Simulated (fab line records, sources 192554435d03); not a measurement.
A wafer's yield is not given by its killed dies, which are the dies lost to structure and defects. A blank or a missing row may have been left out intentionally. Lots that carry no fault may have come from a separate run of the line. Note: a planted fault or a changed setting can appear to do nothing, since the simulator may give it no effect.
The same fault as seen by 2 desks    flow n5Finfet    each desk holds nothing but its own numbers, with what lay behind them at the end

## THE TOOL OWNER'S DESK: rieDiel-04
The tool's own readings at N5_BEOL_M9_TRENCH_ETCH_37 (etches SiCOH lowk in C4F6/O2, target depth 151.43 nm, time 49 s): means of the sampled wafers that have a number, for each lot that ran on this tool. The brackets show how far a lot's mean lies from the usual mean; more than 4 standard deviations puts the lot out of limits, marked OUT.
Columns: A = drypumpMotorCurrentA at N5_BEOL_M9_TRENCH_ETCH_37, usual 5.9 A; B = oesProductAu at N5_BEOL_M9_TRENCH_ETCH_37, usual 0.78 a.u.; C = rfVppV at N5_BEOL_M9_TRENCH_ETCH_37, usual 666 V; D = showerheadPlenumPTorr at N5_BEOL_M9_TRENCH_ETCH_37, usual 2.87 Torr; E = throttleValvePct at N5_BEOL_M9_TRENCH_ETCH_37, usual 20.96 %
lot   first seen here  A    B     C    D     E
L888  day 11 09:30     6.0  0.81  665  2.94  21.07
L892  day 11 19:49     6.3  0.84  672  2.91  20.79
L890  day 12 12:29     5.9  0.84  672  2.90  20.87
L901  day 13 17:41     5.8  0.80  664  2.96  21.22
L903  day 14 19:44     6.1  0.90  682  2.85  20.50
This desk's finding: nothing out of limits on any of the 5 lots.

## METROLOGY DESK
Means of the sampled wafers that have a number, per lot and without regard to the tool the lot ran on: this is what the gauges read. The brackets show how far a lot's mean lies from the usual mean; more than 4 standard deviations puts the lot out of limits, marked OUT. Of its 25 readings 7 are shown: the one that was out of limits first, and those that lie furthest out on some lot.
Columns: A = trenchDepthNm at N5_BEOL_M9_OCD_MEAS_38, usual 149 nm; B = M9_THK at N5_BEOL_M9_THK_MEAS_53, usual 140 nm; C = M9_RS at N5_BEOL_M9_RS_MEAS_57, usual 0.154 ohm/sq; D = COMB_M12 at N5_BEOL_M15_RC_MEAS_101, usual 7.5e-12 S/m; E = COMB_M6 at N5_BEOL_M15_RC_MEAS_101, usual 2.6e-11 S/m; F = SERP_M9 at N5_BEOL_M15_RC_MEAS_101, usual 3.13 ohm/um; G = SERP_M9_max_site at N5_BEOL_M15_RC_MEAS_101, usual 3.21 ohm/um
lot   first seen here  A               B               C                 D        E        F                G
L888  day 11 05:35     149             139             0.152             7.2e-12  3.2e-11  3.14             3.26
L892  day 11 17:12     150             138             0.155             7.4e-12  2.6e-11  3.15             3.28
L890  day 12 08:34     152             140             0.151             6.9e-12  3.7e-11  3.00             3.08
L901  day 13 16:26     178 (+7.3) OUT  170 (+7.1) OUT  0.129 (-5.0) OUT  5.4e-12  2.6e-11  2.63 (-4.2) OUT  2.69
L903  day 14 13:46     178 (+7.6) OUT  168 (+6.5) OUT  0.129 (-4.9) OUT  8.7e-12  2.6e-11  2.63 (-4.1) OUT  2.69
L906  day 15 19:16     152             145             0.148             7.5e-12  2.6e-11  3.02             3.08
L908  day 15 23:46     153             143             0.150             9.0e-12  3.1e-11  3.03             3.12
This desk's verdict: out of limits on L901, L903, starting with L901 at day 13 17:51 (trenchDepthNm at N5_BEOL_M9_OCD_MEAS_38). In limits: L888, L892, L890, L906, L908.

## BROUGHT TOGETHER
On L901, L903, the metrology desk was in a position to raise an alarm at day 13 17:51.
The tool owner's desk saw nothing out of limits.
On record at the tool owner's desk: L901, L903, within its limits.
Every lot named ran N5_BEOL_M9_TRENCH_ETCH_37 on rieDiel-04.

## WHAT HAD BEEN PUT IN BY THE SIMULATOR
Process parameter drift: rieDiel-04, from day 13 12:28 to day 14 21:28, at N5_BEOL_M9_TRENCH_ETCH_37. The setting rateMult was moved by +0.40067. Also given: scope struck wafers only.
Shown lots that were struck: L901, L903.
Delay in hours, fault start to first out-of-limits reading, per desk: metrology desk 5.
